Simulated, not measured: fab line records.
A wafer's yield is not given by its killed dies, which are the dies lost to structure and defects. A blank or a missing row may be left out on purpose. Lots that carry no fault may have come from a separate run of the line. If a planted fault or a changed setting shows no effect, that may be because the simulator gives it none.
Chamber matching -- flow n5-finfet -- rie-diel-03 running N5_BEOL_M1_ETCH_69: 4 sister chambers
The step etches SiARC in CF4, target depth 15.6 nm, time 26 s. 4 wafers are shown with their chamber, then 6 later ones without.

## WAFERS PAIRED WITH THEIR CHAMBERS
wafer,chamber,drypump-motor-current-A (A)
L286.3,1,6.1
L289.2,3,5.9
L289.3,0,6.7
L289.4,2,4.9

## WAFERS WHOSE CHAMBER IS MISSING
wafer,drypump-motor-current-A (A)
L304.3,6.1
L304.5,5.9
L304.6,6.7
L305.1,4.9
L305.2,6.8
L305.5,6.7

## THE CHAMBER EACH PASSED THROUGH
wafer,from the rows above,in truth
L304.3,1,1
L304.5,3,3
L304.6,0,0
L305.1,2,2
L305.2,0,0
L305.5,0,0
6 of 6 placed correctly. From these rows, 0 cannot be placed. Wrongly placed: 0.
How it was worked out, from the rows above alone: a wafer's distance from a chamber is the root of the sum, over the readings, of the square of ((its reading less the chamber's mean) divided by the reading's scatter). The wafer belongs to the nearest chamber; if the next one is less than 2 further off, it can't be placed. A chamber's mean is the mean of its shown wafers. The scatter (one wafer shown for each chamber): square how far every hidden wafer sits from the nearest shown wafer, average those squares and take the square root.
